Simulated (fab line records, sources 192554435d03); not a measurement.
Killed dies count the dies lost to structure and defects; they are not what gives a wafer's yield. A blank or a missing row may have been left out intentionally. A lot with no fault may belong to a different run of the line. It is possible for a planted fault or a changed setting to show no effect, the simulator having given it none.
Which of the tools did it?	flow n5 finfet	22 lots, 66 wafers sampled, at 6 steps of a route of 1938

== WHAT THE GAUGES SHOWED, per wafer ==
The record holds no reading of a measuring or inspecting step that can be judged against a usual standard deviation.

== EACH LOT AND THE TOOL THAT RAN IT (in order: tool; ch and the chambers of the sampled wafers; start) ==
lot	N5_BEOL_M5_SPUTTER_83	N5_BEOL_M5_SPUTTER_90	N5_BEOL_M6_STRIP_19	N5_BEOL_M6_ETCH_65	N5_BEOL_M6_STRIP_80	N5_BEOL_M6_CURE_75
L075	pvd sputter-02, day 8 03:30	pvd sputter-02, day 8 05:41	rie diel-05 ch 0,2, day 8 09:26	rie diel-03 ch 1,3, day 8 09:59	rie diel-03 ch 1,3, day 8 10:39 or earlier	uv cure-03 ch 1, day 8 10:39
L076	pvd sputter-02, day 8 21:53	pvd sputter-02, day 9 00:03	rie diel-03 ch 1,2,3, day 9 05:13	rie diel-03 ch 1,2, day 9 05:53	rie diel-03 ch 1,2, day 9 06:41 or earlier	uv cure-01 ch 1, day 9 06:41
L077	pvd sputter-03, day 9 01:35	pvd sputter-03, day 9 03:45	rie diel-04 ch 1,2,3, day 9 08:37	rie diel-04 ch 1,2, day 9 09:11	rie diel-04 ch 1,2, day 9 10:00 or earlier	uv cure-03 ch 2, day 9 10:00
L079	pvd sputter-01, day 9 09:50	pvd sputter-01, day 9 12:01	rie diel-05 ch 1,3, day 9 16:30	rie diel-03 ch 1,2,3, day 9 17:05	rie diel-03 ch 1,2,3, day 9 17:42 or earlier	uv cure-01 ch 0, day 9 17:42
L078	pvd sputter-02, day 9 14:28	pvd sputter-02, day 9 16:38	rie diel-04 ch 0,2, day 9 20:40	rie diel-05 ch 0,1,3, day 9 23:10	rie diel-05 ch 0,1, day 9 23:44 or earlier	uv cure-02 ch 2, day 9 23:44
L080	pvd sputter-01, day 9 15:38	pvd sputter-01, day 9 17:49	rie diel-05 ch 0,1, day 9 21:47	rie diel-04 ch 1,2, day 9 23:41	rie diel-04 ch 1,2, day 10 00:21 or earlier	uv cure-03 ch 0, day 10 00:21
L081	pvd sputter-01, day 9 21:11	pvd sputter-01, day 9 23:21	rie diel-05 ch 0,2, day 10 02:03	rie diel-05 ch 0,2, day 10 02:44	rie diel-05 ch 0,2, day 10 03:22 or earlier	uv cure-03 ch 1, day 10 03:22
L082	pvd sputter-01, day 10 05:13	pvd sputter-01, day 10 07:24	rie diel-05 ch 0,1,3, day 10 10:31	rie diel-03 ch 0,1,3, day 10 11:04	rie diel-03 ch 0,1,3, day 10 12:03 or earlier	uv cure-03 ch 0, day 10 12:03
L083	pvd sputter-02, day 10 07:34	pvd sputter-02, day 10 09:45	rie diel-03 ch 1,3, day 10 14:04	rie diel-05 ch 0,1,2, day 10 14:53	rie diel-05 ch 0,1,2, day 10 15:28 or earlier	uv cure-01 ch 1, day 10 15:28
L084	pvd sputter-03, day 10 21:07	pvd sputter-03, day 10 23:18	rie diel-04 ch 0,1, day 11 03:33	rie diel-03 ch 0,2,3, day 11 05:48	rie diel-03 ch 0,2,3, day 11 06:25 or earlier	uv cure-01 ch 1, day 11 06:25
L087	pvd sputter-03, day 11 12:28	pvd sputter-03, day 11 14:38	rie diel-04 ch 0,3, day 11 21:34	rie diel-04 ch 2,3, day 11 23:22	rie diel-04 ch 2,3, day 12 00:02 or earlier	uv cure-01 ch 0, day 12 00:02
L085	pvd sputter-01, day 11 18:27	pvd sputter-01, day 11 20:38	rie diel-04 ch 0,1,3, day 12 00:57	rie diel-04 ch 0,2,3, day 12 03:13	rie diel-04 ch 0,2,3, day 12 03:47 or earlier	uv cure-01 ch 1, day 12 03:47
L086	pvd sputter-02, day 11 19:19	pvd sputter-02, day 11 21:29	rie diel-03 ch 0,1,3, day 12 01:29	rie diel-04 ch 1,2,3, day 12 02:49	rie diel-04 ch 1,2,3, day 12 03:26 or earlier	uv cure-03 ch 1, day 12 03:26
L088	pvd sputter-03, day 12 13:24	pvd sputter-03, day 12 15:34	rie diel-05 ch 0,2,3, day 12 22:29	rie diel-05 ch 2,3, day 12 23:12	rie diel-05 ch 2,3, day 12 23:46 or earlier	uv cure-01 ch 0, day 12 23:46
L091	pvd sputter-02, day 12 16:34	pvd sputter-02, day 12 18:44	rie diel-05 ch 1,2,3, day 12 23:06	rie diel-03 ch 0,2,3, day 13 00:42	rie diel-03 ch 0,2,3, day 13 01:16 or earlier	uv cure-02 ch 1, day 13 01:16
L090	pvd sputter-03, day 12 19:14	pvd sputter-03, day 12 21:29	rie diel-05 ch 0,2,3, day 13 01:02	rie diel-03 ch 0,3, day 13 01:43	rie diel-03 ch 0,3, day 13 02:20 or earlier	uv cure-03 ch 0, day 13 02:20
L092	pvd sputter-01, day 12 19:31	pvd sputter-01, day 12 21:41	rie diel-05 ch 0,1,2, day 13 01:50	rie diel-05 ch 0,1,3, day 13 03:03	rie diel-05 ch 0,1,3, day 13 03:37 or earlier	uv cure-01 ch 0, day 13 03:37
L093	pvd sputter-02, day 12 21:05	pvd sputter-02, day 12 23:16	rie diel-03 ch 1,2,3, day 13 02:53	rie diel-04 ch 0,1,2, day 13 03:35	rie diel-04 ch 0,1,2, day 13 04:09 or earlier	uv cure-01 ch 0, day 13 04:09
L094	pvd sputter-03, day 13 01:15	pvd sputter-03, day 13 03:25	rie diel-04 ch 0,1,3, day 13 06:17	rie diel-05 ch 1,2,3, day 13 07:19	rie diel-05 ch 1,2,3, day 13 07:56 or earlier	uv cure-01 ch 2, day 13 07:56
L095	pvd sputter-02, day 13 16:34	pvd sputter-02, day 13 18:44	rie diel-03 ch 0,1,3, day 13 23:25	rie diel-04 ch 0,1,2, day 14 00:16	rie diel-04 ch 0,1,2, day 14 00:59 or earlier	uv cure-01 ch 0, day 14 00:59
L096	pvd sputter-02, day 13 21:28	pvd sputter-02, day 13 23:38	rie diel-05 ch 2,3, day 14 04:06	rie diel-04 ch 0,1,2, day 14 05:05	rie diel-04 ch 0,1,2, day 14 05:49 or earlier	uv cure-03 ch 1, day 14 05:49
L097	pvd sputter-02, day 14 07:59	pvd sputter-02, day 14 10:09	rie diel-04 ch 0,1,3, day 14 14:50	rie diel-05 ch 0,2,3, day 14 18:24	rie diel-05 ch 0,2,3, day 14 18:58 or earlier	uv cure-03 ch 2, day 14 18:58
- N5_BEOL_M5_SPUTTER_83: material Cu, target thk 15 nm, time 27.62 s.
- N5_BEOL_M5_SPUTTER_90: material Cu, target thk 4.5 nm, time 8.29 s.
- N5_BEOL_M6_STRIP_19: strips in O2.
- N5_BEOL_M6_ETCH_65: etches SiARC in CF4, target depth 15.6 nm, time 26 s.
- N5_BEOL_M6_STRIP_80: strips in N2/H2, time 10 s.
- N5_BEOL_M6_CURE_75: cures SiCOH lowk, time 120 s.

== AS READ BY THE TOOLS THEMSELVES (means over the sampled wafers that have a number; for cases with no such wafer, the mark the record gives instead) ==
N5_BEOL_M5_SPUTTER_83. Usual: chuck gas flow sccm 1.26 sccm, standard deviation 0.051; chuck sensor temp C -16.1 C, standard deviation 0.56; throttle valve pct 29.9 %, standard deviation 0.85.
lot	tool	chuck gas flow sccm (sccm)	chuck sensor temp C (C)	throttle valve pct (%)	flag
L075	pvd sputter-02	1.23	-16.0	30.6	
L076	pvd sputter-02	1.24	-16.6	29.6	
L077	pvd sputter-03	1.24	-15.8	30.3	
L079	pvd sputter-01	1.30	-15.6	29.8	
L078	pvd sputter-02	1.19	-16.7	30.3	
L080	pvd sputter-01	1.25	-15.6	29.4	
L081	pvd sputter-01	1.20	-15.7	29.4	
L082	pvd sputter-01	1.23	-15.8	29.2	
L083	pvd sputter-02	1.27	-16.1	30.1	
L084	pvd sputter-03	1.30	-16.0	30.0	
L087	pvd sputter-03	1.28	-16.4	30.7	
L085	pvd sputter-01	1.25	-15.6	29.7	
L086	pvd sputter-02	1.27	-16.6	30.2	
L088	pvd sputter-03	1.30	-15.6	29.8	
L091	pvd sputter-02	1.22	-16.5	30.0	
L090	pvd sputter-03	1.25	-16.0	30.6	
L092	pvd sputter-01	1.22	-15.8	28.9	
L093	pvd sputter-02	1.29	-16.4	30.2	
L094	pvd sputter-03	1.23	-16.0	30.2	
L095	pvd sputter-02	1.26	-16.2	29.9	
L096	pvd sputter-02	1.27	-16.2	30.0	
L097	pvd sputter-02	1.26	-16.5	29.4	

N5_BEOL_M5_SPUTTER_90. Usual: chuck gas flow sccm 1.26 sccm, standard deviation 0.051; chuck sensor temp C -16.1 C, standard deviation 0.54; throttle valve pct 29.9 %, standard deviation 0.84.
lot	tool	chuck gas flow sccm (sccm)	chuck sensor temp C (C)	throttle valve pct (%)	flag
L075	pvd sputter-02	1.22	-16.1	30.5	
L076	pvd sputter-02	1.25	-16.5	29.7	
L077	pvd sputter-03	1.20	-15.9	30.3	
L079	pvd sputter-01	1.25	-15.7	29.7	
L078	pvd sputter-02	1.30	-16.7	30.6	
L080	pvd sputter-01	1.21	-15.6	29.2	
L081	pvd sputter-01	1.31	-15.7	29.6	
L082	pvd sputter-01	1.24	-15.8	29.2	
L083	pvd sputter-02	1.24	-16.2	29.9	
L084	pvd sputter-03	1.26	-16.0	29.8	
L087	pvd sputter-03	1.24	-16.3	30.6	
L085	pvd sputter-01	1.27	-15.7	29.8	
L086	pvd sputter-02	1.29	-16.5	30.2	
L088	pvd sputter-03	1.30	-15.7	29.7	
L091	pvd sputter-02	1.28	-16.6	29.7	
L090	pvd sputter-03	1.22	-16.0	30.6	
L092	pvd sputter-01	1.24	-16.0	28.9	
L093	pvd sputter-02	1.25	-16.3	30.1	
L094	pvd sputter-03	1.24	-16.0	30.3	
L095	pvd sputter-02	1.26	-16.2	29.8	
L096	pvd sputter-02	1.25	-16.2	30.2	
L097	pvd sputter-02	1.30	-16.3	29.4	

N5_BEOL_M6_STRIP_19. Usual: drypump motor current A 5.6 A, standard deviation 0.41; oes product au 0.80 a.u., standard deviation 0.088; rf vpp V 3.8 V, standard deviation 0.61; showerhead plenum p Torr 2.09 Torr, standard deviation 0.059; throttle valve pct 16.82 %, standard deviation 0.19.
lot	tool	drypump motor current A (A)	oes product au (a.u.)	rf vpp V (V)	showerhead plenum p Torr (Torr)	throttle valve pct (%)	flag
L075	rie diel-05	5.8	0.74	4.1	2.05	16.82	
L076	rie diel-03	5.7	0.79	3.7	2.14	16.80	
L077	rie diel-04	5.7	0.81	3.4	2.09	16.81	
L079	rie diel-05	5.6	0.77	4.0	2.12	17.02	
L078	rie diel-04	5.3	0.87	3.9	2.10	16.83	
L080	rie diel-05	5.7	0.77	3.8	2.05	16.80	
L081	rie diel-05	5.8	0.72	3.5	2.05	16.84	
L082	rie diel-05	5.7	0.77	4.1	2.08	16.94	
L083	rie diel-03	5.8	0.85	3.5	2.13	16.69	
L084	rie diel-04	5.1	0.82	3.7	2.05	16.70	
L087	rie diel-04	5.3	0.86	3.4	2.14	16.64	
L085	rie diel-04	5.4	0.86	4.4	2.10	16.61	
L086	rie diel-03	5.9	0.84	3.6	2.10	16.64	
L088	rie diel-05	5.7	0.70	3.6	2.07	17.00	
L091	rie diel-05	5.4	0.76	3.7	2.12	16.98	
L090	rie diel-05	5.7	0.69	3.9	2.07	16.99	
L092	rie diel-05	5.5	0.76	4.5	2.09	16.87	
L093	rie diel-03	5.7	0.85	3.4	2.13	16.69	
L094	rie diel-04	5.5	0.84	3.7	2.10	16.64	
L095	rie diel-03	5.8	0.83	3.4	2.10	16.68	
L096	rie diel-05	5.5	0.70	4.1	2.12	17.02	
L097	rie diel-04	5.5	0.83	3.3	2.10	16.67	

N5_BEOL_M6_ETCH_65. Usual: drypump motor current A 5.6 A, standard deviation 0.42; etch rf on time s 25.9 s, standard deviation 0.93; oes product au 0.70 a.u., standard deviation 0.081; rf vpp V 184.2 V, standard deviation 1; showerhead plenum p Torr 2.13 Torr, standard deviation 0.048; throttle valve pct 15.63 %, standard deviation 0.2.
lot	tool	drypump motor current A (A)	etch rf on time s (s)	oes product au (a.u.)	rf vpp V (V)	showerhead plenum p Torr (Torr)	throttle valve pct (%)	flag
L075	rie diel-03	5.7	25.1	0.77	184.7	2.18	15.49	
L076	rie diel-03	5.7	26.3	0.63	184.8	2.18	15.82	
L077	rie diel-04	5.4	25.4	0.74	183.2	2.09	15.68	
L079	rie diel-03	5.7	25.7	0.69	184.9	2.17	15.68	
L078	rie diel-05	5.7	26.2	0.66	184.8	2.12	15.80	
L080	rie diel-04	5.4	25.5	0.75	183.2	2.08	15.61	
L081	rie diel-05	5.8	26.8	0.60	184.4	2.07	15.64	
L082	rie diel-03	5.9	25.8	0.75	184.4	2.15	15.52	
L083	rie diel-05	5.5	26.7	0.66	184.5	2.11	15.62	
L084	rie diel-03	5.6	25.3	0.80	184.5	2.16	15.49	
L087	rie diel-04	5.8	25.0	0.77	184.2	2.10	15.45	
L085	rie diel-04	5.5	25.0	0.76	184.3	2.13	15.43	
L086	rie diel-04	5.7	25.3	0.75	183.6	2.11	15.54	
L088	rie diel-05	5.6	27.0	0.60	183.8	2.13	15.89	
L091	rie diel-03	5.5	25.2	0.78	183.0	2.16	15.52	
L090	rie diel-03	5.7	25.9	0.74	183.7	2.14	15.52	
L092	rie diel-05	5.7	26.1	0.64	183.2	2.11	15.84	
L093	rie diel-04	5.2	25.3	0.70	184.1	2.10	15.64	
L094	rie diel-05	5.5	26.5	0.64	183.6	2.14	15.77	
L095	rie diel-04	5.2	25.6	0.69	184.6	2.10	15.66	
L096	rie diel-04	5.2	25.4	0.69	182.8	2.10	15.66	
L097	rie diel-05	5.7	27.0	0.58	183.7	2.09	15.82	

N5_BEOL_M6_STRIP_80. Usual: bias power w 6.999 W, standard deviation 0.021; drypump motor current A 5.6 A, standard deviation 0.42; oes product au 0.81 a.u., standard deviation 0.088; rf vpp V 59.2 V, standard deviation 0.93; showerhead plenum p Torr 2.54 Torr, standard deviation 0.059; throttle valve pct 23.8 %, standard deviation 0.35.
lot	tool	bias power w (W)	drypump motor current A (A)	oes product au (a.u.)	rf vpp V (V)	showerhead plenum p Torr (Torr)	throttle valve pct (%)	flag
L075	rie diel-03	7.017	5.8	0.89	58.5	2.59	23.9	
L076	rie diel-03	6.975	5.7	0.72	59.8	2.59	23.7	
L077	rie diel-04	7.005	5.4	0.86	58.4	2.50	24.1	
L079	rie diel-03	7.010	5.7	0.79	59.3	2.59	23.8	
L078	rie diel-05	7.024	5.5	0.84	58.4	2.55	24.1	
L080	rie diel-04	6.971	5.4	0.87	59.4	2.49	24.0	
L081	rie diel-05	6.977	5.8	0.72	58.8	2.47	23.7	
L082	rie diel-03	7.007	5.9	0.87	59.9	2.55	23.7	
L083	rie diel-05	7.025	5.5	0.78	60.0	2.53	24.0	
L084	rie diel-03	7.014	5.5	0.92	59.3	2.56	23.6	
L087	rie diel-04	7.009	5.8	0.90	58.8	2.53	23.9	
L085	rie diel-04	7.011	5.5	0.87	59.1	2.54	23.6	
L086	rie diel-04	6.998	5.7	0.87	59.3	2.53	24.0	
L088	rie diel-05	7.004	5.7	0.70	58.4	2.52	23.9	
L091	rie diel-03	6.997	5.5	0.90	59.1	2.55	23.6	
L090	rie diel-03	6.994	5.7	0.88	58.9	2.52	23.6	
L092	rie diel-05	6.992	5.7	0.74	59.5	2.51	23.9	
L093	rie diel-04	6.996	5.2	0.81	59.0	2.50	23.8	
L094	rie diel-05	6.996	5.5	0.74	61.1	2.55	24.1	
L095	rie diel-04	6.991	5.2	0.80	59.1	2.49	23.8	
L096	rie diel-04	6.996	5.2	0.80	58.2	2.49	23.8	
L097	rie diel-05	7.001	5.7	0.69	58.7	2.48	23.8	

N5_BEOL_M6_CURE_75. Usual: lamp power pct 52.31 %, standard deviation 0.053; wafer_temp_C_max 372.0, standard deviation 0.71.
lot	tool	lamp power pct (%)	wafer_temp_C_max	flag
L075	uv cure-03	52.29	372.8	
L076	uv cure-01	52.34	371.4	
L077	uv cure-03	52.29	372.5	
L079	uv cure-01	52.27	371.9	
L078	uv cure-02	52.26	371.8	
L080	uv cure-03	52.29	371.6	
L081	uv cure-03	52.31	372.9	
L082	uv cure-03	52.36	372.1	
L083	uv cure-01	52.32	371.9	
L084	uv cure-01	52.31	371.7	
L087	uv cure-01	52.31	372.0	
L085	uv cure-01	52.29	371.9	
L086	uv cure-03	52.30	373.0	
L088	uv cure-01	52.30	371.9	
L091	uv cure-02	52.26	371.2	
L090	uv cure-03	52.27	371.8	
L092	uv cure-01	52.32	371.6	
L093	uv cure-01	52.31	371.3	
L094	uv cure-01	52.31	371.5	
L095	uv cure-01	52.31	371.5	
L096	uv cure-03	52.31	373.4	
L097	uv cure-03	52.33	372.6	

== THE ANSWER, worked out from the rows above alone ==
Rule: a lot counts as off when the mean over its wafers that have a number is more than 3 standard deviations away from the usual mean. A lot without any number at a reading at which 4 lots or more have one is off too. All remaining lots with rows at the step are treated as sound. Order of review: gauges by route order, followed by the tools' own readings, for which a lot's mean as printed above is used. At the first step where some lot is off, the reading lying furthest off is the one used; lots without a number count as furthest.
Across all readings shown, no lot is off: no conclusion can be drawn from this.

== WHAT THE SIMULATOR HAD INSERTED ==
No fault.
